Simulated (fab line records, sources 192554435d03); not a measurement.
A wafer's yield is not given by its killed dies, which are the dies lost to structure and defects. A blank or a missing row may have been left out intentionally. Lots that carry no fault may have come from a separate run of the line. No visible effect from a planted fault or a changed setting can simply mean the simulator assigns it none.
Chamber matching    flow n5Finfet    N5_BEOL_M5_VIA_ETCH_34 on rieDiel-03 has 4 sister chambers
The step etches SiCOH lowk in C4F6/O2, target depth 88.3 nm, time 39.2 s. 4 wafers are shown with their chamber, then 8 later ones without.

WAFERS, EACH WITH ITS CHAMBER
wafer   chamber  drypumpMotorCurrentA (A)
L084.2  0        4.9
L086.4  1        6.1
L086.6  2        5.8
L093.1  3        6.7

WAFERS WHOSE CHAMBER IS MISSING
wafer   drypumpMotorCurrentA (A)
L093.5  5.8
L093.6  6.7
L094.2  6.1
L094.3  5.8
L094.6  4.9
L096.1  4.9
L096.3  6.1
L096.5  6.6

WHICH CHAMBER EACH ONE RAN IN
wafer   from the rows above  in truth
L093.5  2                    2
L093.6  3                    3
L094.2  1                    1
L094.3  2                    2
L094.6  0                    0
L096.1  0                    0
L096.3  1                    1
L096.5  3                    3
Correctly placed: 8 of 8. Left unplaced by these rows: 0. Placed wrongly: 0.
How it was worked out, from the rows above alone: a wafer's distance from a chamber is the root of the sum, over the readings, of the square of ((its reading less the chamber's mean) divided by the reading's scatter). The wafer belongs to the nearest chamber; if the next one is less than 2 further off, it can't be placed. For every chamber, the mean is computed from those of its wafers that are shown. The scatter (one wafer shown for each chamber): square how far every hidden wafer sits from the nearest shown wafer, average those squares and take the square root.
